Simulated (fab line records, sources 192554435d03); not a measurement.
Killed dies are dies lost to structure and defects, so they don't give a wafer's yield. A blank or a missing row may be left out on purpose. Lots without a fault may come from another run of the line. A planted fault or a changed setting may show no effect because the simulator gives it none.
fab line records | flow n5_finfet
record lots=24 wafers=72 last_day=18
route steps=1938 shown BEOL_M2@881
lots that met no fault: from a run of the same line without faults
start_h: hours from the record's first day to the start of the lot's first wafer shown | wait_h: hours since the lot's step before | " the same as in the row above | L1.1+2: a row that stands for several wafers | - no value, or no start given | * or withheld: withheld | < > ~ a bound
route shown NAME@n: a module of which the file shows steps, and the number in the route of the first | usual: mean/standard deviation of fault-free wafers | same: alike in all rows | chamber/n: place in a boat | sites: the reading at each site | _std_site: their standard deviation | _edge_site: outer sites' mean less inner sites' | radius_mm: how far each site lies from the wafer's centre | mask NAME#n: copy n | behind: the tool/chamber that last shaped the wafer | hold: why the lot was held/for how many hours/how that ended | device: the transistor (n, p or np) that didn't switch | end of line: the same wafers' tests at the end of the route | a step without rows: its recipe alone | killed: dies lost to structure and defects at the first sort, not the wafer's yield | map: a wafer's dies, x killed, . not, _ none there
set.NAME: the setting as run; set.NAME@STEP: as run at that earlier step | model.NAME: the simulator's own value behind a step, which no gauge read
steps of the route over a sample of lots; a table a step, a row a wafer
services: from which hour (start_h, from the record's first day; less than 0 if before it) a tool's chamber was out of use, for how many hours, and why
## steps
# step N5_BEOL_M2_ETCH_69
# recipe chemistry=CF4 target=SiARC target_depth_a=156 mask_material=CAR-EUV time_s=26 ion_energy_ev=80 pressure_mtorr=40 source_w=545 bias_w=36 Ar_flow_sccm=100 cf4_flow_sccm=100 ends=cleared
# usual bias_w=36.01/0.095 cf4_flow_sccm=99.9/0.31 drypump_motor_current_A=5.6/0.42 etch_rf_on_time_s=25.8/0.78 oes_product_au=0.69/0.072 rf_vpp_V=184.0/1.2 showerhead_plenum_p_Torr=2.14/0.065 throttle_valve_pct=15.52/0.16
# columns lot.wafer tool chamber start_h wait_h bias_w cf4_flow_sccm drypump_motor_current_A etch_rf_on_time_s oes_product_au rf_hours_counter_h rf_vpp_V showerhead_plenum_p_Torr throttle_valve_pct
L074.1 rie_diel-01 0 137.48 0.0 35.86 100.0 5.2 25.8 0.73 55 184.8 2.25 15.44
L074.3 " 3 " " 36.11 99.7 6.2 25.6 0.60 235 183.0 2.11 15.73
L074.4 " 2 " " 36.01 100.5 5.6 25.6 0.76 39 182.5 2.09 15.33
L075.1 rie_diel-01 1 141.19 0.0 35.96 99.6 5.3 25.2 0.61 240 182.8 2.10 15.94
L075.4 " 0 " " 36.09 100.2 5.2 26.0 0.72 57 185.1 2.25 15.45
L075.6 " 3 " " 36.00 100.2 6.1 25.6 0.60 - 183.8 2.11 15.74
L077.3 rie_diel-01 2 149.77 0.0 36.09 100.2 5.6 25.4 0.76 42 182.4 2.09 15.33
L077.5 " 2 " " 36.12 100.2 5.6 25.4 0.77 - 183.4 2.09 15.33
L077.6 " 1 " " 36.13 99.5 5.3 24.7 0.62 - 184.0 2.10 15.95
L076.4 rie_diel-04 0 149.88 0.0 36.10 100.3 6.0 26.3 0.68 111 182.6 2.08 15.39
L076.5 " 3 " " 35.92 99.4 5.2 26.2 0.72 - 183.5 2.07 15.58
L076.6 " 2 " " 35.97 100.1 6.0 27.0 0.61 - 185.1 2.14 15.43
L078.1 rie_diel-06 3 159.72 0.0 35.84 100.1 5.1 25.7 0.75 43 184.5 2.10 15.55
L078.2 " 0 " " 35.93 100.0 5.2 25.7 0.62 198 185.1 2.22 15.47
L078.3 " 2 " " 35.99 100.1 5.8 23.5 0.76 58 183.1 2.18 15.46
L079.2 rie_diel-06 3 169.05 0.0 35.90 100.4 5.1 26.4 0.73 45 183.8 2.09 15.58
L079.4 " 0 " " 36.08 99.8 5.2 26.1 0.62 200 184.5 2.22 15.49
L079.5 " 2 " " 36.00 99.7 5.8 24.0 0.76 - 183.3 2.18 15.47
L080.1 rie_diel-04 0 177.36 0.0 35.94 100.5 5.9 25.8 0.67 120 182.7 2.08 15.42
L080.4 " 3 " " 36.14 99.3 5.1 26.3 0.69 89 183.0 2.07 15.60
L080.5 " 1 " " 35.98 99.8 5.9 26.2 0.57 - 184.1 2.19 15.89
L082.1 rie_diel-04 2 191.06 0.0 36.09 100.1 6.0 27.0 0.60 191 183.4 2.13 15.48
L082.3 " 0 " " 35.93 99.8 5.9 26.0 0.67 125 183.5 2.08 15.43
L082.4 " 2 " " 36.04 99.6 6.0 26.8 0.61 - 183.0 2.13 15.46
L081.1 rie_diel-04 2 195.59 0.0 36.01 99.5 6.0 27.3 0.60 193 185.7 2.13 15.46
L081.2 " 0 " " 36.03 100.7 6.0 26.2 0.67 128 183.6 2.08 15.44
L081.6 " 0 " " 36.03 100.4 5.9 25.9 0.67 - 184.7 2.08 15.43
L083.3 rie_diel-04 0 201.53 0.0 35.85 99.8 6.0 26.0 0.67 130 181.3 2.08 15.44
L083.5 " 3 " " 35.96 99.8 5.2 25.9 0.70 - 182.6 2.07 15.60
L083.6 " 2 " " 36.04 100.2 6.0 27.0 0.60 - 183.7 2.13 15.48
L084.1 rie_diel-04 3 201.79 0.0 36.10 99.4 5.1 26.7 0.69 95 183.6 2.07 15.60
L084.2 " 0 " " 36.00 99.7 5.9 26.0 0.67 130 181.7 2.08 15.46
L084.5 " 2 " " 36.14 100.4 6.0 27.0 0.60 - 183.8 2.13 15.48
L086.3 rie_diel-06 3 209.79 0.0 36.01 99.2 5.0 26.2 0.72 60 183.5 2.09 15.60
L086.4 " 1 " " 36.02 100.0 6.3 24.9 0.77 36 185.9 2.25 15.41
L086.6 " 3 " " 36.09 99.8 5.0 26.5 0.71 - 185.1 2.09 15.62
L085.2 rie_diel-06 2 211.43 0.0 35.87 99.5 5.8 23.6 0.74 76 185.0 2.17 15.50
L085.4 " 0 " " 36.14 100.1 5.2 26.0 0.60 217 184.5 2.21 15.50
L085.6 " 0 " " 36.12 100.1 5.2 25.9 0.60 - 184.4 2.21 15.50
L088.2 rie_diel-06 0 218.81 0.0 36.12 100.1 5.2 26.1 0.60 220 185.4 2.21 15.53
L088.4 " 1 " " 35.95 100.3 6.3 25.1 0.76 39 185.5 2.25 15.41
L088.6 " 0 " " 35.92 99.8 5.2 25.9 0.60 - 185.0 2.21 15.50
L087.2 rie_diel-01 2 222.67 0.0 35.96 100.0 5.6 26.0 0.72 71 183.1 2.08 15.40
L087.4 " 0 " " 35.98 99.7 5.2 25.9 0.69 - 185.1 2.24 15.52
L087.6 " 2 " " 36.16 99.5 5.6 26.1 0.72 - 185.3 2.08 15.40
L089.1 rie_diel-01 0 225.83 0.0 36.14 99.5 5.2 25.7 0.70 93 185.4 2.23 15.51
L089.3 " 2 " " 36.01 100.1 5.6 26.0 0.72 73 184.6 2.08 15.40
L089.6 " 3 " " 35.90 100.2 6.1 25.3 0.88 - 184.0 2.10 15.19
L090.2 rie_diel-06 0 228.39 0.0 35.96 99.7 5.2 26.1 0.60 222 186.1 2.21 15.52
L090.3 " 1 " " 36.01 99.9 6.3 24.8 0.76 41 185.1 2.25 15.41
L090.5 " 2 " " 36.01 99.7 5.8 23.7 0.74 - 184.1 2.17 15.51
L091.3 rie_diel-01 2 232.34 0.0 35.99 99.5 5.6 26.2 0.71 76 181.9 2.08 15.41
L091.4 " 0 " " 35.93 100.1 5.2 26.0 0.68 - 185.5 2.23 15.51
L091.6 " 2 " " 35.89 99.7 5.6 26.0 0.72 - 183.7 2.08 15.42
L092.2 rie_diel-04 3 236.82 0.0 36.02 100.0 5.2 26.1 0.69 108 183.1 2.06 15.63
L092.3 " 0 " " 36.01 100.6 5.9 25.6 0.67 143 184.1 2.07 15.47
L092.5 " 3 " " 36.01 99.9 5.2 25.9 0.70 - 184.1 2.06 15.61
L093.2 rie_diel-01 1 258.56 0.0 36.04 99.5 5.3 25.4 0.82 4 183.5 2.10 15.48
L093.5 " 0 " " 36.02 100.2 5.2 25.9 0.67 - 184.5 2.23 15.55
L093.6 " 1 " " 35.92 100.0 5.3 25.5 0.82 - 182.8 2.10 15.46
L094.2 rie_diel-06 2 269.87 0.0 36.10 99.9 5.8 23.9 0.72 93 184.7 2.16 15.53
L094.4 " 0 " " 36.00 100.3 5.2 26.2 0.59 235 186.0 2.20 15.52
L094.5 " 0 " " 35.94 100.0 5.2 26.1 0.59 - 184.5 2.20 15.56
L095.1 rie_diel-01 2 275.93 0.0 36.29 100.1 5.6 25.8 0.70 92 184.2 2.07 15.45
L095.2 " 3 " " 36.06 99.9 6.1 25.2 0.79 19 184.6 2.09 15.24
L095.3 " 0 " " 36.23 99.4 5.2 25.9 0.67 112 185.5 2.23 15.54
L097.1 rie_diel-01 2 277.89 0.0 35.91 100.2 5.6 26.0 0.70 92 182.7 2.07 15.45
L097.3 " 3 " " 35.85 100.1 6.2 25.6 0.80 20 184.7 2.09 15.22
L097.4 " 1 " " 35.95 100.6 5.3 25.5 0.79 10 183.8 2.09 15.48
L096.3 rie_diel-04 3 282.77 0.0 36.17 100.4 5.1 26.5 0.67 122 183.3 2.06 15.66
L096.5 " 0 " " 35.92 99.7 5.9 26.2 0.64 - 181.9 2.07 15.50
L096.6 " 3 " " 35.98 100.5 5.1 26.3 0.68 - 182.9 2.06 15.65
# step N5_BEOL_M2_ETCH_41
# recipe chemistry=CH3F/O2 target=SiCN target_depth_a=299 taper_deg=2 time_s=52.5 ion_energy_ev=120 mask_material=TiN pressure_mtorr=30 source_w=395 bias_w=75 Ar_flow_sccm=150 CH3F_flow_sccm=30 O2_flow_sccm=20
# usual CH3F_flow_sccm=30.00/0.096 bias_w=74.98/0.21 drypump_motor_current_A=5.7/0.41 oes_product_au=0.80/0.084 rf_vpp_V=297.2/1.6 showerhead_plenum_p_Torr=2.00/0.062 throttle_valve_pct=16.23/0.18
# columns lot.wafer tool chamber start_h wait_h CH3F_flow_sccm bias_w drypump_motor_current_A oes_product_au rf_hours_counter_h rf_vpp_V showerhead_plenum_p_Torr throttle_valve_pct
L074.1 rie_diel-04 0 - - 30.03 74.89 5.9 0.79 106 294.4 1.94 16.11
L074.3 " 2 " " 29.94 74.88 6.0 0.72 172 296.9 1.98 16.02
L074.4 " 3 " " 30.02 74.94 5.2 0.83 77 295.4 1.95 16.37
L075.1 rie_diel-06 3 - - 30.03 74.99 5.0 0.88 35 294.5 1.96 16.24
L075.4 " 0 " " 29.89 75.25 5.2 0.72 190 299.1 2.08 16.15
L075.6 " 1 " " 30.14 75.30 6.4 0.92 - 301.2 2.11 16.06
L077.3 rie_diel-01 0 - - 30.03 75.30 5.2 0.85 59 301.2 2.10 16.15
L077.5 " 3 " " 30.01 74.95 6.1 0.71 - 297.0 1.95 16.34
L077.6 " 0 " " 30.02 74.97 5.1 0.85 - 300.0 2.10 16.14
L076.4 rie_diel-01 0 - - 29.85 75.24 5.1 0.85 59 298.0 2.10 16.14
L076.5 " 1 " " 29.98 75.37 5.3 0.72 - 297.7 1.96 16.65
L076.6 " 0 " " 29.83 75.12 5.2 0.85 - 299.6 2.10 16.16
L078.1 rie_diel-04 2 - - 30.12 75.00 6.0 0.71 180 296.5 1.98 16.03
L078.2 " 3 " " 29.92 75.37 5.1 0.83 85 296.6 1.95 16.39
L078.3 " 1 " " 30.03 75.16 5.8 0.68 238 297.6 2.06 16.66
L079.2 rie_diel-04 3 - - 29.91 74.81 5.1 0.83 93 295.9 1.94 16.42
L079.4 " 2 " " 30.25 74.99 6.0 0.70 188 296.2 1.98 16.07
L079.5 " 3 " " 29.99 75.06 5.1 0.83 - 297.1 1.94 16.40
L080.1 rie_diel-04 1 - - 30.14 75.27 5.8 0.67 250 298.8 2.06 16.68
L080.4 " 1 " " 30.03 75.16 5.8 0.67 - 297.0 2.06 16.68
L080.5 " 0 " " 29.99 75.11 5.9 0.78 - 295.8 1.94 16.16
L082.1 rie_diel-06 1 - - 29.95 74.77 6.3 0.89 32 299.6 2.11 16.08
L082.3 " 2 " " 29.85 74.66 5.8 0.87 70 298.3 2.03 16.16
L082.4 " 3 " " 30.13 75.02 5.1 0.86 54 294.4 1.95 16.29
L081.1 rie_diel-01 0 - - 29.90 75.13 5.2 0.83 80 301.1 2.10 16.19
L081.2 " 2 " " 30.06 75.16 5.6 0.86 60 295.4 1.94 16.09
L081.6 " 3 " " 30.03 74.87 6.2 0.69 - 295.7 1.94 16.36
L083.3 rie_diel-04 0 - - 30.05 74.81 5.9 0.77 130 295.1 1.94 16.15
L083.5 " 0 " " 29.80 74.75 6.0 0.78 - 295.5 1.94 16.14
L083.6 " 3 " " 29.99 75.05 5.1 0.81 - 296.6 1.94 16.43
L084.1 rie_diel-04 0 - - 30.03 75.03 6.0 0.78 133 295.1 1.93 16.15
L084.2 " 3 " " 29.81 74.84 5.1 0.82 98 296.2 1.94 16.42
L084.5 " 3 " " 29.91 75.04 5.1 0.82 - 296.4 1.94 16.43
L086.3 rie_diel-04 1 - - 29.97 75.16 5.9 0.96 2 297.3 2.06 16.21
L086.4 " 3 " " 30.09 75.37 5.1 0.80 102 295.2 1.94 16.42
L086.6 " 1 " " 30.06 75.27 5.8 0.97 - 298.3 2.06 16.22
L085.2 rie_diel-01 0 - - 29.97 74.78 5.1 0.81 88 299.8 2.09 16.21
L085.4 " 2 " " 29.96 74.86 5.6 0.83 - 295.6 1.94 16.12
L085.6 " 0 " " 29.93 74.64 5.1 0.81 - 299.5 2.09 16.20
L088.2 rie_diel-06 1 - - 30.00 74.80 6.3 0.87 41 300.2 2.10 16.10
L088.4 " 2 " " 29.80 74.72 5.7 0.86 80 299.3 2.02 16.18
L088.6 " 3 " " 29.92 74.96 5.0 0.85 - 295.5 1.95 16.30
L087.2 rie_diel-04 3 - - 29.97 75.01 5.1 0.81 106 296.1 1.94 16.43
L087.4 " 2 " " 29.94 74.72 6.0 0.69 207 297.5 1.97 16.08
L087.6 " 1 " " 29.90 74.96 5.9 0.95 - 299.2 2.06 16.22
L089.1 rie_diel-04 0 - - 29.95 74.94 5.9 0.76 142 295.8 1.93 16.18
L089.3 " 2 " " 29.93 75.07 6.0 0.69 208 297.4 1.97 16.10
L089.6 " 2 " " 29.97 74.89 6.0 0.69 - 297.8 1.97 16.09
L090.2 rie_diel-04 3 - - 30.11 74.66 5.1 0.80 109 295.8 1.94 16.43
L090.3 " 2 " " 29.94 75.29 6.0 0.69 210 296.5 1.97 16.10
L090.5 " 3 " " 30.16 74.87 5.2 0.80 - 295.4 1.94 16.44
L091.3 rie_diel-06 0 - - 30.03 74.64 5.2 0.69 226 298.8 2.07 16.23
L091.4 " 2 " " 29.94 75.12 5.8 0.85 84 299.7 2.02 16.20
L091.6 " 1 " " 30.29 74.76 6.3 0.86 - 298.6 2.10 16.11
L092.2 rie_diel-01 0 - - 29.98 75.19 5.2 0.80 102 300.4 2.09 16.22
L092.3 " 3 " " 29.94 74.84 6.1 0.96 9 295.5 1.93 15.79
L092.5 " 3 " " 30.07 74.94 6.1 0.96 - 295.9 1.94 15.77
L093.2 rie_diel-01 1 - - 29.95 75.12 5.3 0.94 4 295.7 1.96 16.20
L093.5 " 0 " " 30.02 74.74 5.2 0.79 - 299.4 2.09 16.23
L093.6 " 1 " " 30.07 75.11 5.3 0.96 - 295.6 1.96 16.20
L094.2 rie_diel-06 0 - - 30.00 75.16 5.2 0.69 237 297.4 2.06 16.24
L094.4 " 3 " " 29.95 74.94 5.0 0.82 80 295.7 1.94 16.33
L094.5 " 3 " " 29.97 75.00 5.0 0.82 - 295.6 1.94 16.33
L095.1 rie_diel-04 3 - - 29.88 74.95 5.1 0.79 122 297.6 1.93 16.46
L095.2 " 2 " " 30.14 75.06 6.0 0.68 224 297.2 1.97 16.13
L095.3 " 1 " " 30.03 74.89 5.9 0.89 23 297.6 2.05 16.25
L097.1 rie_diel-04 2 - - 30.12 75.13 6.0 0.67 227 295.6 1.96 16.13
L097.3 " 3 " " 30.03 74.86 5.2 0.79 124 297.2 1.93 16.46
L097.4 " 0 " " 30.12 75.24 6.0 0.76 159 296.1 1.93 16.22
L096.3 rie_diel-06 1 - - 30.17 74.43 6.4 0.85 61 299.9 2.10 16.12
L096.5 " 2 " " 29.96 75.04 5.8 0.83 - 298.0 2.02 16.22
L096.6 " 3 " " 30.05 75.37 5.0 0.81 - 296.6 1.94 16.34
# step N5_BEOL_M2_PRE_CLEAN_45
# recipe gas=H2/He time_s=30 temp_c=250
# usual heater_power_w=331/25
# columns lot.wafer tool chamber start_h wait_h heater_power_w
L074.1 pvd_sputter-02 - 141.85 0.0 334
L074.3 " - " " 320
L074.4 " - " " 319
L075.1 pvd_sputter-03 - 142.33 0.0 327
L075.4 " - " " 316
L075.6 " - " " 371
L077.3 pvd_sputter-01 - 152.24 0.0 328
L077.5 " - " " 307
L077.6 " - " " 324
L076.4 pvd_sputter-02 - 153.64 0.0 331
L076.5 " - " " 354
L076.6 " - " " 335
L078.1 pvd_sputter-01 - 162.59 0.0 303
L078.2 " - " " 309
L078.3 " - " " 373
L079.2 pvd_sputter-02 - 185.46 0.0 317
L079.4 " - " " 325
L079.5 " - " " 350
L080.1 pvd_sputter-01 - 197.20 0.0 366
L080.4 " - " " 315
L080.5 " - " " 379
L082.1 pvd_sputter-01 - 199.82 0.0 324
L082.3 " - " " 378
L082.4 " - " " 313
L081.1 pvd_sputter-01 - 200.74 0.0 326
L081.2 " - " " 310
L081.6 " - " " 305
L083.3 pvd_sputter-02 - 204.99 0.0 323
L083.5 " - " " 321
L083.6 " - " " 339
L084.1 pvd_sputter-03 - 210.27 0.0 317
L084.2 " - " " 307
L084.5 " - " " 302
L086.3 pvd_sputter-03 - 216.60 0.0 306
L086.4 " - " " 375
L086.6 " - " " 323
L085.2 pvd_sputter-03 - 216.68 0.0 384
L085.4 " - " " 315
L085.6 " - " " 325
L088.2 pvd_sputter-01 - 227.53 0.0 313
L088.4 " - " " 310
L088.6 " - " " 308
L087.2 pvd_sputter-03 - 231.77 0.0 334
L087.4 " - " " 300
L087.6 " - " " 381
L089.1 pvd_sputter-02 - 234.47 0.0 324
L089.3 " - " " 322
L089.6 " - " " 325
L090.2 pvd_sputter-03 - 239.89 0.0 378
L090.3 " - " " 319
L090.5 " - " " 329
L091.3 pvd_sputter-02 - 240.07 0.0 342
L091.4 " - " " 325
L091.6 " - " " 316
L092.2 pvd_sputter-01 - 248.89 0.0 312
L092.3 " - " " 373
L092.5 " - " " 328
L093.2 pvd_sputter-03 - 262.07 0.0 299
L093.5 " - " " 378
L093.6 " - " " 301
L094.2 pvd_sputter-01 - 274.96 0.0 304
L094.4 " - " " 390
L094.5 " - " " 334
L095.1 pvd_sputter-01 - 281.39 0.0 322
L095.2 " - " " 315
L095.3 " - " " 319
L097.1 pvd_sputter-01 - 288.90 0.0 319
L097.3 " - " " 375
L097.4 " - " " 315
L096.3 pvd_sputter-03 - 289.02 0.0 323
L096.5 " - " " 322
L096.6 " - " " 321
# step N5_BEOL_M2_SURFACE_TREAT_85
# recipe gas=Ar time_s=* ion_energy_ev=* ion_current_ma_cm2=0.5 pressure_mtorr=* ar_flow_sccm=30
# usual throttle_valve_pct=*
# columns lot.wafer tool chamber start_h wait_h throttle_valve_pct
L074.1 pvd_sputter-01 - 142.14 0.1 *
L074.3 " - " " *
L074.4 " - " " *
L075.1 pvd_sputter-02 - 142.67 0.1 *
L075.4 " - " " *
L075.6 " - " " *
L077.3 pvd_sputter-03 - 152.64 0.2 *
L077.5 " - " " *
L077.6 " - " " *
L076.4 pvd_sputter-02 - 154.20 0.2 *
L076.5 " - " " *
L076.6 " - " " *
L078.1 pvd_sputter-03 - 162.88 0.1 *
L078.2 " - " " *
L078.3 " - " " *
L079.2 pvd_sputter-02 - 186.06 0.3 *
L079.4 " - " " *
L079.5 " - " " *
L080.1 pvd_sputter-01 - 197.58 0.2 *
L080.4 " - " " *
L080.5 " - " " *
L082.1 pvd_sputter-01 - 200.12 0.1 *
L082.3 " - " " *
L082.4 " - " " *
L081.1 pvd_sputter-01 - 201.36 0.4 *
L081.2 " - " " *
L081.6 " - " " *
L083.3 pvd_sputter-02 - 205.31 0.2 *
L083.5 " - " " *
L083.6 " - " " *
L084.1 pvd_sputter-03 - 210.59 0.2 *
L084.2 " - " " *
L084.5 " - " " *
L086.3 pvd_sputter-02 - 216.91 0.2 *
L086.4 " - " " *
L086.6 " - " " *
L085.2 pvd_sputter-02 - 216.99 0.2 *
L085.4 " - " " *
L085.6 " - " " *
L088.2 pvd_sputter-01 - 227.93 0.2 *
L088.4 " - " " *
L088.6 " - " " *
L087.2 pvd_sputter-01 - 232.07 0.1 *
L087.4 " - " " *
L087.6 " - " " *
L089.1 pvd_sputter-01 - 234.79 0.1 *
L089.3 " - " " *
L089.6 " - " " *
L090.2 pvd_sputter-02 - 240.53 0.4 *
L090.3 " - " " *
L090.5 " - " " *
L091.3 pvd_sputter-01 - 241.61 1.3 *
L091.4 " - " " *
L091.6 " - " " *
L092.2 pvd_sputter-01 - 249.18 0.1 *
L092.3 " - " " *
L092.5 " - " " *
L093.2 pvd_sputter-02 - 262.53 0.1 *
L093.5 " - " " *
L093.6 " - " " *
L094.2 pvd_sputter-02 - 275.30 0.2 *
L094.4 " - " " *
L094.5 " - " " *
L095.1 pvd_sputter-01 - 281.81 0.1 *
L095.2 " - " " *
L095.3 " - " " *
L097.1 pvd_sputter-02 - 289.21 0.1 *
L097.3 " - " " *
L097.4 " - " " *
L096.3 pvd_sputter-03 - 289.53 0.4 *
L096.5 " - " " *
L096.6 " - " " *
# step N5_BEOL_M2_ANNEAL_80
# recipe temp_c=400 time_s=240 ambient=vacuum
# usual heater_power_w=826/62
# columns lot.wafer tool chamber start_h wait_h heater_power_w
L074.1 pvd_sputter-03 - 142.67 0.0 934
L074.3 " - " " 809
L074.4 " - " " 819
L075.1 pvd_sputter-03 - 144.51 0.0 943
L075.4 " - " " 786
L075.6 " - " " 759
L077.3 pvd_sputter-03 - 153.42 0.0 757
L077.5 " - " " 930
L077.6 " - " " 772
L076.4 pvd_sputter-02 - 154.87 0.1 797
L076.5 " - " " 864
L076.6 " - " " 838
L078.1 pvd_sputter-03 - 163.42 0.0 797
L078.2 " - " " 753
L078.3 " - " " 934
L079.2 pvd_sputter-01 - 188.22 0.0 784
L079.4 " - " " 806
L079.5 " - " " 796
L080.1 pvd_sputter-01 - 198.24 0.0 785
L080.4 " - " " 755
L080.5 " - " " 812
L082.1 pvd_sputter-02 - 200.83 0.0 884
L082.3 " - " " 783
L082.4 " - " " 817
L081.1 pvd_sputter-01 - 202.02 0.0 943
L081.2 " - " " 795
L081.6 " - " " 813
L083.3 pvd_sputter-02 - 205.85 0.0 812
L083.5 " - " " 847
L083.6 " - " " 783
L084.1 pvd_sputter-03 - 211.39 0.0 836
L084.2 " - " " 933
L084.5 " - " " 794
L086.3 pvd_sputter-02 - 217.51 0.0 831
L086.4 " - " " 880
L086.6 " - " " 827
L085.2 pvd_sputter-02 - 219.35 0.0 811
L085.4 " - " " 880
L085.6 " - " " 839
L088.2 pvd_sputter-01 - 230.19 0.0 792
L088.4 " - " " 927
L088.6 " - " " 771
L087.2 pvd_sputter-02 - 232.61 0.0 791
L087.4 " - " " 846
L087.6 " - " " 777
L089.1 pvd_sputter-01 - 235.32 0.0 811
L089.3 " - " " 978
L089.6 " - " " 814
L090.2 pvd_sputter-01 - 241.95 0.0 931
L090.3 " - " " 762
L090.5 " - " " 950
L091.3 pvd_sputter-01 - 243.79 0.0 764
L091.4 " - " " 818
L091.6 " - " " 826
L092.2 pvd_sputter-01 - 249.77 0.0 788
L092.3 " - " " 770
L092.5 " - " " 927
L093.2 pvd_sputter-01 - 263.12 0.0 945
L093.5 " - " " 823
L093.6 " - " " 775
L094.2 pvd_sputter-01 - 276.04 0.0 923
L094.4 " - " " 787
L094.5 " - " " 747
L095.1 pvd_sputter-01 - 284.16 0.0 762
L095.2 " - " " 799
L095.3 " - " " 826
L097.1 pvd_sputter-01 - 289.79 0.0 761
L097.3 " - " " 798
L097.4 " - " " 774
L096.3 pvd_sputter-02 - 290.15 0.0 794
L096.5 " - " " 877
L096.6 " - " " 783
# step N5_BEOL_M2_RS_MEAS_58
# recipe thk_meas_gauge=four-point-probe reads=Co_of_BEOL_M2_CO_CAP_55+Cu_of_BEOL_M2_ECD_50+Co_of_BEOL_M2_CVD_47+TaN_of_BEOL_M2_ALD_84
# usual M2_RS=0.66/0.041
# columns lot.wafer tool chamber start_h wait_h M2_RS[ohm/sq]
L074.1 film_metro-02 - 145.17 0.0 0.63
L074.3 " - " " 0.69
L074.4 " - " " 0.64
L075.1 film_metro-01 - 147.20 0.0 0.63
L075.4 " - " " 0.69
L075.6 " - " " 0.63
L077.3 film_metro-02 - 156.00 0.1 0.68
L077.5 " - " " 0.64
L077.6 " - " " 0.68
L076.4 film_metro-01 - 157.37 0.0 0.63
L076.5 " - " " 0.63
L076.6 " - " " 0.68
L078.1 film_metro-02 - 165.93 0.0 0.72
L078.2 " - " " 0.68
L078.3 " - " " 0.63
L079.2 film_metro-02 - 190.73 0.1 0.74
L079.4 " - " " 0.73
L079.5 " - " " 0.72
L080.1 film_metro-02 - 200.83 0.0 0.66
L080.4 " - " " 0.67
L080.5 " - " " 0.68
L082.1 film_metro-01 - 203.37 0.1 0.68
L082.3 " - " " 0.62
L082.4 " - " " 0.65
L081.1 film_metro-02 - 204.61 0.0 0.65
L081.2 " - " " 0.70
L081.6 " - " " 0.68
L083.3 film_metro-01 - 208.42 0.1 0.69
L083.5 " - " " 0.73
L083.6 " - " " 0.65
L084.1 film_metro-02 - 214.09 0.0 0.65
L084.2 " - " " 0.67
L084.5 " - " " 0.67
L086.3 film_metro-02 - 220.07 0.1 0.60
L086.4 " - " " 0.61
L086.6 " - " " 0.58
L085.2 film_metro-02 - 221.90 0.1 0.68
L085.4 " - " " 0.71
L085.6 " - " " 0.66
L088.2 film_metro-01 - 232.71 0.1 0.62
L088.4 " - " " 0.60
L088.6 " - " " 0.59
L087.2 film_metro-02 - 235.16 0.1 0.63
L087.4 " - " " 0.70
L087.6 " - " " 0.59
L089.1 film_metro-02 - 237.90 0.0 0.71
L089.3 " - " " 0.68
L089.6 " - " " 0.69
L090.2 film_metro-02 - 244.47 0.1 0.68
L090.3 " - " " 0.69
L090.5 " - " " 0.67
L091.3 film_metro-01 - 246.29 0.1 0.66
L091.4 " - " " 0.58
L091.6 " - " " 0.65
L092.2 film_metro-01 - 252.29 0.1 0.64
L092.3 " - " " 0.62
L092.5 " - " " 0.62
L093.2 film_metro-02 - 265.91 0.1 0.63
L093.5 " - " " 0.66
L093.6 " - " " 0.60
L094.2 film_metro-01 - 278.58 0.1 0.68
L094.4 " - " " 0.64
L094.5 " - " " 0.64
L095.1 film_metro-02 - 286.76 0.0 0.61
L095.2 " - " " 0.69
L095.3 " - " " 0.59
L097.1 film_metro-01 - 292.32 0.0 0.75
L097.3 " - " " 0.74
L097.4 " - " " 0.67
L096.3 film_metro-01 - 292.95 0.1 0.72
L096.5 " - " " 0.66
L096.6 " - " " 0.70
## services
# columns tool chamber start_h hours kind
pvd_sputter-02 - 116.29 4.1 repair
rie_diel-04 3 122.87 3.9 repair
rie_diel-04 - 126.60 2.8 pm
pvd_sputter-03 - 137.19 0.5 repair
rie_diel-01 - 144.78 4.3 pm
pvd_sputter-01 - 172.98 11.1 repair
rie_diel-06 3 173.08 5.7 repair
rie_diel-04 3 185.80 9.3 repair
rie_diel-04 1 195.45 - clean
rie_diel-04 1 195.45 - consumable_replace:focus_ring
rie_diel-04 1 195.45 17.4 scheduled_down
rie_diel-04 1 195.45 17.4 vent_cycle
rie_diel-01 3 205.59 - clean
rie_diel-01 3 205.59 - consumable_replace:focus_ring
rie_diel-01 3 205.59 19.6 scheduled_down
rie_diel-01 3 205.59 19.6 vent_cycle
rie_diel-06 - 221.57 2.8 pm
rie_diel-01 1 225.32 - clean
rie_diel-01 1 225.32 - consumable_replace:focus_ring
rie_diel-01 1 225.32 22.4 scheduled_down
rie_diel-01 1 225.32 22.4 vent_cycle
rie_diel-06 - 256.88 0.1 repair
rie_diel-01 - 284.58 0.4 repair
## key
fault none
